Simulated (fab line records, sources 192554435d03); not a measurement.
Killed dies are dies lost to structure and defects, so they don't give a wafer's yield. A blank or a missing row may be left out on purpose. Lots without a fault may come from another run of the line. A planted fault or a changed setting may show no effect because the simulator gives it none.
Split-lot experiment | flow n5_finfet | 7 lots, 39 wafers read, on a route of 1938 steps

THE SPLIT
At N5_MOL_CONTACT_COAG_SPUTTER_130 (material Co, target thk 47.5 nm), the setting target_thk_a was moved away from the recipe's 475 angstrom on 12 of the 39 wafers read, by -12.9% to +9.4%. The other wafers ran this setting at the recipe's value.

The reading is taken at the split's own step.

THE READING
Co_of_MOL_CONTACT_COAG_SPUTTER_130.thk_nm (the simulator's own value, which no gauge read), in nm, at N5_MOL_CONTACT_COAG_SPUTTER_130 (material Co, target thk 47.5 nm). The file gives no usual value for it. The 27 wafers here that ran the recipe average 47.7 nm, standard deviation 0.66 nm.

wafer  | tool, chamber at the split | target_thk_a as run, angstrom | against the recipe | Co_of_MOL_CONTACT_COAG_SPUTTER_130.thk_nm, nm | against lot-mates on the recipe
L074.1 | pvd_sputter-01, -          | 475                           | recipe             | 47.8                                          | -
L074.4 | pvd_sputter-01, -          | 475                           | recipe             | 47.8                                          | -
L074.6 | pvd_sputter-01, -          | 475                           | recipe             | 47.8                                          | -
L078.1 | pvd_sputter-03, -          | 456.4                         | -3.9%              | 46                                            | -1.4
L078.5 | pvd_sputter-03, -          | 456.4                         | -3.9%              | 46                                            | -1.4
L078.2 | pvd_sputter-03, -          | 475                           | recipe             | 47.2                                          | -
L078.3 | pvd_sputter-03, -          | 475                           | recipe             | 47.6                                          | -
L078.4 | pvd_sputter-03, -          | 456.4                         | -3.9%              | 45.4                                          | -2.0
L078.6 | pvd_sputter-03, -          | 475                           | recipe             | 47.4                                          | -
L079.1 | pvd_sputter-02, -          | 475                           | recipe             | 46                                            | -
L079.2 | pvd_sputter-02, -          | 475                           | recipe             | 47                                            | -
L079.3 | pvd_sputter-02, -          | 475                           | recipe             | 47                                            | -
L079.4 | pvd_sputter-02, -          | 475                           | recipe             | 47.2                                          | -
L079.5 | pvd_sputter-02, -          | 475                           | recipe             | 46.4                                          | -
L079.6 | pvd_sputter-02, -          | 475                           | recipe             | 47.4                                          | -
L082.1 | pvd_sputter-03, -          | 475                           | recipe             | 48.2                                          | -
L082.2 | pvd_sputter-03, -          | 475                           | recipe             | 48.4                                          | -
L082.3 | pvd_sputter-03, -          | 475                           | recipe             | 47.8                                          | -
L082.4 | pvd_sputter-03, -          | 475                           | recipe             | 48.6                                          | -
L082.5 | pvd_sputter-03, -          | 475                           | recipe             | 48.6                                          | -
L082.6 | pvd_sputter-03, -          | 475                           | recipe             | 48.6                                          | -
L091.1 | pvd_sputter-02, -          | 413.7                         | -12.9%             | 40.8                                          | -6.5
L091.2 | pvd_sputter-02, -          | 475                           | recipe             | 47.8                                          | -
L091.3 | pvd_sputter-02, -          | 475                           | recipe             | 47.2                                          | -
L091.4 | pvd_sputter-02, -          | 413.7                         | -12.9%             | 41.6                                          | -5.7
L091.5 | pvd_sputter-02, -          | 413.7                         | -12.9%             | 41.6                                          | -5.7
L091.6 | pvd_sputter-02, -          | 475                           | recipe             | 46.8                                          | -
L094.1 | pvd_sputter-02, -          | 475                           | recipe             | 48                                            | -
L094.2 | pvd_sputter-02, -          | 475                           | recipe             | 48                                            | -
L094.3 | pvd_sputter-02, -          | 519.6                         | +9.4%              | 51.6                                          | +3.7
L094.4 | pvd_sputter-02, -          | 519.6                         | +9.4%              | 52                                            | +4.1
L094.5 | pvd_sputter-02, -          | 475                           | recipe             | 47.8                                          | -
L094.6 | pvd_sputter-02, -          | 519.6                         | +9.4%              | 51.4                                          | +3.5
L095.1 | pvd_sputter-01, -          | 475                           | recipe             | 48.6                                          | -
L095.2 | pvd_sputter-01, -          | 450.1                         | -5.2%              | 45.6                                          | -2.5
L095.3 | pvd_sputter-01, -          | 475                           | recipe             | 47.8                                          | -
L095.4 | pvd_sputter-01, -          | 450.1                         | -5.2%              | 45.8                                          | -2.3
L095.5 | pvd_sputter-01, -          | 475                           | recipe             | 48                                            | -
L095.6 | pvd_sputter-01, -          | 450.1                         | -5.2%              | 45.4                                          | -2.7

THE FIT
A straight line over all 39 wafers: Co_of_MOL_CONTACT_COAG_SPUTTER_130.thk_nm changes by +0.46 nm for each +1% of target_thk_a; r = +0.96; the points scatter about the line by 0.61 nm.
The same after taking each lot's own level away (the mean of its wafers on the recipe; 39 wafers): +0.438 nm for each +1%; r = +0.99; scatter 0.35 nm.
On that fit, the largest move of target_thk_a shifts the reading by 5.7 nm.
The lots' own levels span 46.83 to 48.37 nm, that is 2.3 times the standard deviation above.
So the lot-to-lot level changes the slope little: the two slopes agree.
Check: with one of the wafers moved furthest among these (-12.9%) left out of the fit, the line predicts -5.54 nm for it against its lot-mates. It came out at -6.47 nm against them.

OTHER SPLITS ON THESE WAFERS
These wafers also went through other splits before the reading. Each is held against what the fit with the lots' levels taken away leaves over:
other split on the same wafers               | wafers away from the commonest value | r with Co_of_MOL_CONTACT_COAG_SPUTTER_130.thk_nm (lot level and that fit taken away)
N5_FIN_CUT_ETCH_21 time_s                    | 15                                   | +0.28
N5_DUMMY_GATE_EXPOSE_12 dose_mj              | 12                                   | -0.27
N5_DUMMY_GATE_ETCH_31 target_depth_a         | 15                                   | -0.17
N5_DUMMY_GATE_ETCH_32 time_s                 | 9                                    | +0.00
N5_MOL_CONTACT_COAG_SPUTTER_143 target_thk_a | 15                                   | -0.07

THE FILE'S OWN FIT
Co_of_MOL_CONTACT_COAG_SPUTTER_130.thk_nm changes by +0.441 nm for each +1% of target_thk_a, r = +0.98.
